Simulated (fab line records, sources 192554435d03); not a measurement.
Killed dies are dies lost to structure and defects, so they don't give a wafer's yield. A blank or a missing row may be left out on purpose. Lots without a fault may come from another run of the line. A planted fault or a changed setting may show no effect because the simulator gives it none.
Chamber matching | flow n5_finfet | N5_HKMG_FIN_HK_ALD_01 on ald_hk-01: 4 sister chambers
The step deposits HfO2, target thk 1.6 nm, pulse time 3 s, purge time 3 s. 4 wafers are shown with their chamber, then 8 later ones without.

WAFERS WITH THEIR CHAMBER
wafer  | chamber | precursor_pulse_height_rel
L078.6 | 2       | 1.025
L085.5 | 1       | 0.984
L092.4 | 0       | 1.019
L093.1 | 3       | 0.987

WAFERS WITHOUT THEIR CHAMBER
wafer  | precursor_pulse_height_rel
L093.3 | 1.013
L093.5 | 0.980
L095.2 | 0.959
L095.3 | 0.988
L095.5 | 0.984
L096.2 | 1.023
L096.4 | 1.001
L096.6 | 1.004

WHICH CHAMBER EACH WENT THROUGH
wafer  | from the rows above               | in truth
L093.3 | can't be placed: 0 or 2 or 3 or 1 | 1
L093.5 | can't be placed: 1 or 3           | 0
L095.2 | can't be placed: 1 or 3           | 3
L095.3 | can't be placed: 3 or 1           | 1
L095.5 | can't be placed: 1 or 3           | 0
L096.2 | can't be placed: 2 or 0           | 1
L096.4 | can't be placed: 3 or 1 or 0 or 2 | 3
L096.6 | can't be placed: 0 or 3 or 1 or 2 | 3
Placed correctly: 0 of 8. Can't be placed from these rows: 8 (the true chamber is among the candidates in 5). Placed wrongly: 0.
How it was worked out, from the rows above alone: a wafer's distance from a chamber is the root of the sum, over the readings, of the square of ((its reading less the chamber's mean) divided by the reading's scatter). The wafer belongs to the nearest chamber; if the next one is less than 2 further off, it can't be placed. A chamber's mean is the mean of its shown wafers. The scatter: with one shown wafer a chamber, the root of the mean of the squares of how far each hidden wafer lies from its nearest shown one.
